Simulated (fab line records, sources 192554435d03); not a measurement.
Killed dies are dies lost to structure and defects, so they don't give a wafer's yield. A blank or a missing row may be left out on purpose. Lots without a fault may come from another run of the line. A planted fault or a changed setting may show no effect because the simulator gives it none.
A struck lot beside a sound one | flow n5_finfet | 29 steps out of a route of 1938
Sound: wafers L672.2, L672.4, L672.6. Struck: wafers L694.1, L694.6. (L694.2 of the same lot was not struck and is left out.) The cause comes at the end.
At each step with rows: each side's tool, then ch and its chambers, then its first start. Under that, the readings that differ: sound wafers | struck wafers | difference of the means | sigmas: that difference in standard deviations of wafers without a fault.
alike: readings whose means differ by less than 2 such deviations, and words and numbers that are the same on both sides. not compared: withheld readings, readings that some wafer has no value for, bounds like >300 that may hide the same value, and numbers for which the record gives no deviation and whose values overlap.
The two part at a step that has a row with sigmas, a row that says differs or no value, or rows on one side only. Numbers that don't overlap but have no deviation are shown without sigmas and don't part them. A reading that every wafer of one side lacks parts them only if that side has two wafers or more.

first, 5 steps without rows for these wafers: N5_SD_EPI_P_EBR_05; N5_SD_EPI_P_SOFTBAKE_04 (time 60 s); N5_SD_EPI_P_EXPOSE_06 (exposes mask SD P BLK, target cd 240 nm); N5_SD_EPI_P_PEB_07 (peb time 60 s); N5_SD_EPI_P_DEVELOP_08 (develop time 30 s).
N5_SD_EPI_P_CD_MEAS_09: target cd 240 nm.
  sound on cd_sem-01 ch 0, day 3 05:43; struck on cd_sem-02 ch 0, day 8 16:56
  alike: cd_nm
N5_SD_EPI_P_OVL_MEAS_10:
  sound on overlay-02 ch 0, day 3 05:44; struck on overlay-02 ch 0, day 8 16:58
  reading           | sound        | struck    | difference | sigmas
  SD_P_BLK_OVL (nm) | 1.0 -0.5 0.6 | -1.6 -1.4 | -1.9       | -2
N5_SD_EPI_P_INSPECT_11: inspects for defects (macro).
  sound on defect_inspect-01, day 3 05:46; struck on defect_inspect-02, day 8 16:59
  alike: raw_defect_count
N5_SD_EPI_P_DESCUM_14: chemistry O2, time 7.9 s.
  sound on rie_diel-05 ch 0,2, day 3 05:47; struck on rie_diel-01 ch 1, day 8 17:01
  reading                | sound             | struck      | difference | sigmas
  throttle_valve_pct (%) | 20.47 20.31 20.46 | 20.97 20.96 | +0.55      | +3
  alike: bias_power_w, drypump_motor_current_A, oes_product_au, rf_vpp_V, showerhead_plenum_p_Torr
  not compared: rf_hours_counter_h
N5_SD_EPI_P_ETCH_36: etches SiARC in CF4, target depth 45.5 nm, time 75.8 s.
  sound on rie_diel-05 ch 0,2, day 3 05:50; struck on rie_diel-01 ch 1, day 8 17:03
  alike: drypump_motor_current_A, etch_rf_on_time_s, oes_product_au, rf_vpp_V, showerhead_plenum_p_Torr, throttle_valve_pct
  not compared: rf_hours_counter_h
N5_SD_EPI_P_ETCH_37: etches SOC in N2/H2, overetch 108 nm, time 486 s.
  sound on rie_diel-05 ch 0,2, day 3 05:53; struck on rie_diel-01 ch 1, day 8 17:07
  reading                | sound             | struck      | difference | sigmas
  throttle_valve_pct (%) | 23.96 23.46 23.96 | 24.39 24.38 | +0.59      | +2
  alike: drypump_motor_current_A, oes_product_au, rf_vpp_V, showerhead_plenum_p_Torr
  not compared: rf_hours_counter_h
then, 1 step without rows for these wafers: N5_SD_EPI_P_STRIP_38 (strips in N2/H2).
N5_SD_EPI_P_ETCHBACK_46: etches SiNx in CH3F/O2, stops on SiO2, target depth 17.5 nm.
  sound on rie_diel-05 ch 0,2, day 3 06:13; struck on rie_diel-01 ch 1, day 8 17:26
  reading                                     | sound             | struck      | difference | sigmas
  rf_vpp_V (V)                                | 298 298 299       | 283 285     | -14        | -2
  throttle_valve_pct (%)                      | 16.45 16.26 16.45 | 16.84 16.84 | +0.45      | +2
  model.SiARC_of_SD_EPI_P_COAT_35.thk_nm (nm) | 16 15 16          | 17.4 17.4   | +1.7       |
  alike: drypump_motor_current_A, oes_ar_750_au, oes_product_au, showerhead_plenum_p_Torr
  not compared: rf_hours_counter_h
N5_SD_EPI_P_ETCH_47: etches SiOCN in CH3F/O2, target depth 25 nm.
  sound on rie_diel-05 ch 0,2, day 3 06:19; struck on rie_diel-01 ch 1, day 8 17:32
  reading                | sound             | struck      | difference | sigmas
  oes_product_au (a.u.)  | 0.72 0.77 0.71    | 0.26 0.25   | -0.48      | -5
  rf_vpp_V (V)           | 127.8 128.0 128.0 | 121.8 121.9 | -6.1       | -2
  throttle_valve_pct (%) | 16.44 16.23 16.43 | 16.82 16.80 | +0.44      | +2
  alike: drypump_motor_current_A, oes_ar_750_au, showerhead_plenum_p_Torr
  not compared: rf_hours_counter_h
N5_SD_EPI_P_ETCH_16: etches SiO2 in CHF3/O2, target depth 5 nm.
  sound on rie_diel-05 ch 0,2, day 3 06:25; struck on rie_diel-01 ch 1, day 8 17:38
  reading                                     | sound             | struck      | difference | sigmas
  rf_vpp_V (V)                                | 527 525 526       | 502 503     | -24        | -2
  throttle_valve_pct (%)                      | 19.01 18.80 19.00 | 19.36 19.38 | +0.43      | +2
  model.SiARC_of_SD_EPI_P_COAT_35.thk_nm (nm) | 12.6 11.4 12.6    | 13.8 13.8   | +1.6       |
  alike: drypump_motor_current_A, oes_ar_750_au, oes_product_au, showerhead_plenum_p_Torr
  not compared: rf_hours_counter_h
then, 1 step without rows for these wafers: N5_SD_EPI_P_STRIP_50 (strips in CHF3/O2).
N5_SD_EPI_P_SD_RECESS_17: chemistry HBr/Cl2/O2, target depth 39.1 nm, bt time 3 s.
  sound on rie_si-03 ch 1,2,3, day 3 06:29; struck on rie_si-03 ch 3, day 8 17:42
  alike: drypump_motor_current_A, he_backside_leak_sccm, oes_product_au, throttle_valve_pct
  not compared: rf_hours_counter_h
then, 1 step without rows for these wafers: N5_SD_EPI_P_WET_ETCH_45 (etches SiO2 in dHF, time 10.7 s, target depth 2 nm, rinse time 30 s).
N5_SD_EPI_P_STRIP_40: strips in N2/H2.
  sound on plasma_asher-01 ch 0,1, day 3 06:38; struck on plasma_asher-02 ch 1, day 8 17:51
  reading            | sound       | struck  | difference | sigmas
  heater_power_w (W) | 315 302 294 | 342 347 | +41        | +3
  alike: drypump_motor_current_A, oes_product_au
  not compared: rf_hours_counter_h
then, 4 steps without rows for these wafers: N5_SD_EPI_P_PRECLEAN_52 (cleans in O3/DIW, time 60 s); N5_SD_EPI_P_SRD_20 (time 30 s); N5_SD_EPI_P_PRECLEAN_51 (cleans in NF3:NH3, afs cycles 1, time 20 s, sublimation time 60 s); N5_SD_EPI_P_VAPOR_ETCH_44 (etches SiGe30 in NF3/Ar, time 3.3 s).
N5_SD_EPI_P_EPI_21: deposits SiGe:B, time 355 s.
  sound on epi_rpcvd-01 ch 0, day 3 07:44; struck on epi_rpcvd-04 ch 0, day 8 18:29
  reading                                     | sound          | struck  | difference | sigmas
  model.SiGe-B_of_SD_EPI_P_EPI_21.thk_nm (nm) | 61.6 61.4 61.8 | 1.2 1.8 | -60.1      |
then, 2 steps without rows for these wafers: N5_SD_EPI_P_HM_STRIP_48 (strips SiNx in H3PO4, material SiNx, target depth 3 nm); N5_SD_EPI_P_SRD_49 (time 30 s).
N5_SD_EPI_P_PRECLEAN_24: cleans in O3/DIW, time 45 s.
  sound on wet_bench-04 ch 0,3,7, day 3 10:17; struck on wet_bench-04 ch 0,6, day 8 21:35
  reading                                     | sound        | struck  | difference | sigmas
  model.SiGe-B_of_SD_EPI_P_EPI_21.thk_nm (nm) | 61.2 61 61.4 | 1.2 1.8 | -59.7      |
  alike: o3_ppm
then, 1 step without rows for these wafers: N5_SD_EPI_P_PRECLEAN_32 (cleans in dHF, time 10 s).
N5_BEOL_M4_RC_MEAS_101:
  the record has rows for the sound wafers here (prober-01 ch 0, day 9 13:10) and none for the struck ones

WHERE THEY PART
First at N5_SD_EPI_P_OVL_MEAS_10; last, within this record, at N5_BEOL_M4_RC_MEAS_101.

WHY: what the simulator had put in
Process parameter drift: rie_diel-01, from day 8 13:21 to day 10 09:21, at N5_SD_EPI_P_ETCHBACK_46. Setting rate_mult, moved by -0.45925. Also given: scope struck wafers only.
